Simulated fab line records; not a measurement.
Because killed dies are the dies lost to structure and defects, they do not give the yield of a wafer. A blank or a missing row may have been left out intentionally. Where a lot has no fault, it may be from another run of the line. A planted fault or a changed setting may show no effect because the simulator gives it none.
One fault seen from 3 desks + flow n5-finfet + each desk has only its own numbers; what lay behind them comes last

## FOR THE TOOL OWNER'S DESK: rie-diel-03
The tool's own readings at N5_BEOL_M12_ETCH_38 (etches SiCN in CF4/N2, target depth 68.7 nm, time 73.4 s): means of the sampled wafers that have a number, for each lot that ran on this tool. The brackets show how far a lot's mean lies from the usual mean; more than 4 standard deviations puts the lot out of limits, marked OUT.
Columns: A = bias-w at N5_BEOL_M12_ETCH_38, usual 69.99 W; B = drypump-motor-current-A at N5_BEOL_M12_ETCH_38, usual 6.0 A; C = oes-product-au at N5_BEOL_M12_ETCH_38, usual 0.82 a.u.; D = rf-vpp-V at N5_BEOL_M12_ETCH_38, usual 382.5 V; E = showerhead-plenum-p-Torr at N5_BEOL_M12_ETCH_38, usual 2.21 Torr; F = throttle-valve-pct at N5_BEOL_M12_ETCH_38, usual 15.30 %
| lot  | first seen here | A     | B   | C    | D     | E    | F     |
|------|-----------------|-------|-----|------|-------|------|-------|
| L737 | day 12 10:41    | 70.02 | 6.0 | 0.84 | 382.1 | 2.20 | 15.42 |
| L742 | day 13 19:14    | 69.98 | 6.3 | 0.71 | 382.1 | 2.20 | 15.37 |
| L744 | day 14 00:57    | 70.08 | 6.3 | 0.70 | 382.6 | 2.20 | 15.37 |
| L743 | day 14 14:28    | 70.07 | 5.4 | 0.67 | 381.6 | 2.17 | 15.57 |
This desk found nothing out of limits on any of the 4 lots.

## THE DEFECT DESK
What the inspections along the route counted, lot by lot: means of the sampled wafers that have a number. The brackets show how far a lot's mean lies from the usual mean; more than 4 standard deviations puts the lot out of limits, marked OUT.
Columns: A = raw-defect-count at N5_BEOL_M12_INSPECT_30, usual 2.3
| lot  | first seen here | A   |
|------|-----------------|-----|
| L734 | day 10 22:19    | 2.3 |
| L737 | day 12 05:35    | 1.7 |
| L742 | day 13 18:29    | 2.5 |
| L744 | day 13 22:14    | 2.5 |
| L743 | day 14 08:25    | 3.0 |
| L751 | day 16 10:35    | 2.3 |
| L753 | day 16 17:44    | 3.0 |
This desk found nothing out of limits on any of the 7 lots.

## AT THE METROLOGY DESK
Lot by lot, what the gauges showed, no matter which tool ran the lot: averages of those sampled wafers that carry a number. The brackets show how far a lot's mean lies from the usual mean; more than 4 standard deviations puts the lot out of limits, marked OUT.
Columns: A = cd-nm at N5_BEOL_M12_CD_MEAS_28, usual 159.0 nm; B = M12_OVL at N5_BEOL_M12_OVL_MEAS_29, usual 0 nm; C = trench-depth-nm at N5_BEOL_M12_OCD_MEAS_35, usual 319 nm; D = M12_THK at N5_BEOL_M12_THK_MEAS_50, usual 324 nm
| lot  | first seen here | A     | B  | C   | D   |
|------|-----------------|-------|----|-----|-----|
| L734 | day 10 22:16    | 159.8 | -1 | 316 | 324 |
| L737 | day 12 05:32    | 158.7 | -7 | 315 | 319 |
| L742 | day 13 18:25    | 159.6 | -2 | 318 | 324 |
| L744 | day 13 22:11    | 158.8 | 2  | 316 | 325 |
| L743 | day 14 08:22    | 158.0 | 2  | 319 | 325 |
| L751 | day 16 10:32    | 158.0 | 1  | 324 | 327 |
| L753 | day 16 17:40    | 158.6 | 0  | 314 | 321 |
This desk found nothing out of limits on any of the 7 lots.

## BROUGHT TOGETHER
The tool owner's desk saw nothing out of limits.
Nothing the defect desk looked at was out of limits.
At the metrology desk, nothing out of limits was observed.

## WHAT THE SIMULATOR PUT IN
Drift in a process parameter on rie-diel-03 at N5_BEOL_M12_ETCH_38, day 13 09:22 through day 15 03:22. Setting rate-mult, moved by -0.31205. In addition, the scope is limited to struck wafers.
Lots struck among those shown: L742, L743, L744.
